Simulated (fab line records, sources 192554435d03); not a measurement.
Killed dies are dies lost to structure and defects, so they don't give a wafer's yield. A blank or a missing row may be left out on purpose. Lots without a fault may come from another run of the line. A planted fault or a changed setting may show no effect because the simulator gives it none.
Which tool did it? | flow n5_finfet | 10 lots, 30 wafers sampled, at 6 steps of a route of 1938

WHAT THE GAUGES READ, wafer by wafer
N5_HKMG_FIN_CD_MEAS_49: target cd 202 nm.
lot  | measured    | on        | cd_nm (nm)
L075 | day 4 03:41 | cd_sem-02 | 202.6 201.9 201.6
L077 | day 4 15:49 | cd_sem-01 | 200.7 200.1 201.0
L079 | day 5 07:23 | cd_sem-02 | 202.9 200.5 201.6
L081 | day 5 17:32 | cd_sem-01 | 200.6 201.9 202.5
L085 | day 6 19:25 | cd_sem-01 | 202.6 201.8 201.2
L087 | day 7 03:16 | cd_sem-01 | 202.8 201.5 201.2
L089 | day 7 15:53 | cd_sem-02 | 202.1 201.0 201.9
L091 | day 8 05:13 | cd_sem-01 | 200.6 201.7 201.3
L093 | day 8 16:40 | cd_sem-01 | 201.3 201.5 201.6
L095 | day 9 07:37 | cd_sem-02 | 200.2 201.5 202.2

WHICH TOOL RAN EACH LOT (tool, then ch and the chambers of the sampled wafers, then the start)
lot  | N5_DUMMY_GATE_ETCH_29             | N5_DUMMY_GATE_HM_OPEN_21          | N5_SD_EPI_N_ETCH_34               | N5_SD_EPI_P_ETCH_47               | N5_SDB_ETCH_25
L075 | rie_diel-02 ch 1,2,3, day 3 04:00 | rie_diel-02 ch 1,2,3, day 3 04:26 | rie_diel-04 ch 1,2,3, day 3 06:25 | rie_diel-02 ch 1,2,3, day 3 11:20 | rie_diel-03 ch 1,2, day 3 22:47
L077 | rie_diel-05 ch 0,1,2, day 3 15:42 | rie_diel-02 ch 0,1,3, day 3 16:08 | rie_diel-04 ch 0,1,2, day 3 18:00 | rie_diel-05 ch 0,1,2, day 3 23:10 | rie_diel-04 ch 0,2,3, day 4 10:51
L079 | rie_diel-02 ch 0,1,2, day 4 05:15 | rie_diel-02 ch 0,2,3, day 4 05:45 | rie_diel-04 ch 1,2, day 4 08:54   | rie_diel-06 ch 1,2, day 4 13:53   | rie_diel-03 ch 0,1,2, day 5 01:57
L081 | rie_diel-05 ch 0,1, day 4 17:31   | rie_diel-05 ch 0,1,2, day 4 17:58 | rie_diel-04 ch 0,1,3, day 4 20:02 | rie_diel-05 ch 0,1,2, day 5 01:35 | rie_diel-01 ch 0,1,2, day 5 12:47
L085 | rie_diel-02 ch 0,2,3, day 5 19:31 | rie_diel-05 ch 0,1,2, day 5 19:58 | rie_diel-03 ch 0,1, day 5 22:07   | rie_diel-06 ch 0,1,2, day 6 03:01 | rie_diel-03 ch 0,1,3, day 6 14:27
L087 | rie_diel-05 ch 0,2,3, day 6 02:58 | rie_diel-06 ch 1,2,3, day 6 03:24 | rie_diel-01 ch 1,2,3, day 6 05:10 | rie_diel-02 ch 0,1, day 6 10:08   | rie_diel-04 ch 1,2, day 6 22:12
L089 | rie_diel-06 ch 0,1,3, day 6 15:19 | rie_diel-06 ch 0,2,3, day 6 15:55 | rie_diel-04 ch 1,2,3, day 6 18:01 | rie_diel-06 ch 1,2, day 6 23:10   | rie_diel-01 ch 0,1,3, day 7 11:01
L091 | rie_diel-02 ch 1,3, day 7 05:29   | rie_diel-05 ch 0,2, day 7 06:07   | rie_diel-04 ch 0,2,3, day 7 07:54 | rie_diel-05 ch 1,2, day 7 12:50   | rie_diel-03 ch 0,1, day 8 00:12
L093 | rie_diel-05 ch 0,1,2, day 7 16:42 | rie_diel-06 ch 0,1,2, day 7 17:09 | rie_diel-03 ch 0,2, day 7 19:24   | rie_diel-06 ch 1,2, day 8 00:20   | rie_diel-03 ch 1,3, day 8 11:41
L095 | rie_diel-05 ch 1,2, day 8 03:31   | rie_diel-05 ch 0,3, day 8 04:29   | rie_diel-04 ch 0,2,3, day 8 06:34 | rie_diel-06 ch 0,2, day 8 12:43   | rie_diel-03 ch 0,2, day 9 02:15
- N5_DUMMY_GATE_ETCH_29: etches underlayer in N2/H2, target depth 13 nm.
- N5_DUMMY_GATE_HM_OPEN_21: chemistry CH3F/O2, target SiNx, target depth 120 nm, time 171.4 s.
- N5_SD_EPI_N_ETCH_34: etches SiARC in CF4, target depth 45.5 nm, time 75.8 s.
- N5_SD_EPI_P_ETCH_47: etches SiOCN in CH3F/O2, target depth 25 nm.
- N5_SDB_ETCH_25: etches SiO2 in C4F6/O2, target depth 10 nm, time 3.3 s.

THE ANSWER, worked out from the rows above alone
Rule: what is usual is taken from the lots themselves. Put in order of their means at a reading, lots are off if they are a third of the lots or fewer, leave a main group of 4 or more, and stand apart from it by a gap of 3 or more times the standard deviation of the main group's means; of several such gaps the widest counts. A main group whose means are all the same, to the digits that the tables above print for the reading, isn't used. A lot without any number at a reading at which 4 lots or more have one is off too. The other lots that the step has rows for count as sound.
No lot is off at any reading shown: from this, nothing can be told.

WHAT THE SIMULATOR HAD PUT IN
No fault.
